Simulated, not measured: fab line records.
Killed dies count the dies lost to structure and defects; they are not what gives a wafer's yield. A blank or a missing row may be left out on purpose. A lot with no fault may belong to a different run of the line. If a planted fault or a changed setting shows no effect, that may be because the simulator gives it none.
Chamber matching ; flow nand_harc ; NHARC_A_CHANNEL_HOLE_D1_ETCH_38 on rie_diel-07: 4 sister chambers
The step etches the open film in CF4, target depth 39 nm, time 65 s. 14 wafers are shown with their chamber, then 7 later ones without.

## EACH WAFER AND ITS CHAMBER
wafer;chamber;drypump_motor_current_A (A);rf_vpp_V (V);oes_product_au (a.u.)
L509.2;3;5.8;149.9;1.014
L509.3;2;5.8;151.2;1.018
L509.6;0;5.0;152.2;1.013
L510.1;1;5.3;150.7;1.002
L510.3;2;5.8;149.8;1.004
L510.6;0;5.1;151.7;1.016
L517.3;2;5.7;151.0;1.004
L517.4;1;5.3;150.9;0.994
L517.5;2;5.7;151.1;0.998
L518.2;1;5.3;149.9;1.016
L518.3;0;5.0;152.8;1.012
L518.5;3;5.8;149.0;1.038
L519.1;3;5.8;151.5;1.018
L519.3;2;5.8;149.1;1.028

SIGNATURES (averages over the wafers above)
reading;chamber 0;chamber 1;chamber 2;chamber 3;scatter within a chamber
drypump_motor_current_A;5.033;5.300;5.760;5.800;0.0432
rf_vpp_V;152.233;150.500;150.440;150.133;0.889
oes_product_au;1.01367;1.00400;1.01040;1.02333;0.0109
Rule: for a wafer and a chamber, the distance is found by dividing, reading by reading, the gap between the wafer's reading and the chamber's mean by the reading's scatter, squaring, summing and taking the root. If the next closest chamber is less than 2 further off than the closest, the wafer can't be placed; otherwise it belongs to the closest. The scatter is the square root of a quotient: the sum, over the shown wafers, of each reading's squared deviation from its chamber's mean, divided by wafers minus chambers.

## WAFERS WHOSE CHAMBER IS MISSING
wafer;drypump_motor_current_A (A);rf_vpp_V (V);oes_product_au (a.u.)
L519.4;5.3;152.3;1.007
L520.3;5.8;150.2;1.022
L520.5;5.1;152.8;1.016
L520.6;5.3;151.6;1.003
L521.1;5.0;152.4;1.013
L521.3;5.3;151.5;0.991
L521.5;5.3;150.6;1.003

## EACH ONE'S CHAMBER
wafer;from the rows above;in truth
L519.4;1;1
L520.3;can't be placed: 3 or 2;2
L520.5;0;0
L520.6;1;1
L521.1;0;0
L521.3;1;1
L521.5;1;1
Placed correctly: 6 of 7. Can't be placed from these rows: 1 (the true chamber is among the candidates in 1). Placed wrongly: 0.
